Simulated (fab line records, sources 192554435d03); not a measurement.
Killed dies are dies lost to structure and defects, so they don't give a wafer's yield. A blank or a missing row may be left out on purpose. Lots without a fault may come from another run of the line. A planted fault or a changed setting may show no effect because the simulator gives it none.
Chamber matching | flow n5_finfet | N5_GATE_CUT_ALD_22 on ald_sin-04: 4 sister chambers
The step deposits SiNx, target thk 16 nm, pulse time 1 s, ald cycles 320. 4 wafers are shown with their chamber, then 7 later ones without.

WAFERS WITH THEIR CHAMBER
wafer  | chamber | heater_power_w (W)
L350.6 | 0       | 838
L351.6 | 1       | 720
L352.3 | 2       | 809
L352.4 | 3       | 743

WAFERS WITHOUT THEIR CHAMBER
wafer  | heater_power_w (W)
L352.5 | 729
L354.2 | 842
L354.3 | 818
L354.5 | 798
L357.3 | 749
L357.4 | 712
L357.6 | 713

WHICH CHAMBER EACH WENT THROUGH
wafer  | from the rows above     | in truth
L352.5 | can't be placed: 1 or 3 | 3
L354.2 | 0                       | 0
L354.3 | can't be placed: 2 or 0 | 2
L354.5 | 2                       | 2
L357.3 | 3                       | 3
L357.4 | 1                       | 1
L357.6 | 1                       | 1
Placed correctly: 5 of 7. Can't be placed from these rows: 2 (the true chamber is among the candidates in 2). Placed wrongly: 0.
How it was worked out, from the rows above alone: a wafer's distance from a chamber is the root of the sum, over the readings, of the square of ((its reading less the chamber's mean) divided by the reading's scatter). The wafer belongs to the nearest chamber; if the next one is less than 2 further off, it can't be placed. A chamber's mean is the mean of its shown wafers. The scatter: with one shown wafer a chamber, the root of the mean of the squares of how far each hidden wafer lies from its nearest shown one.
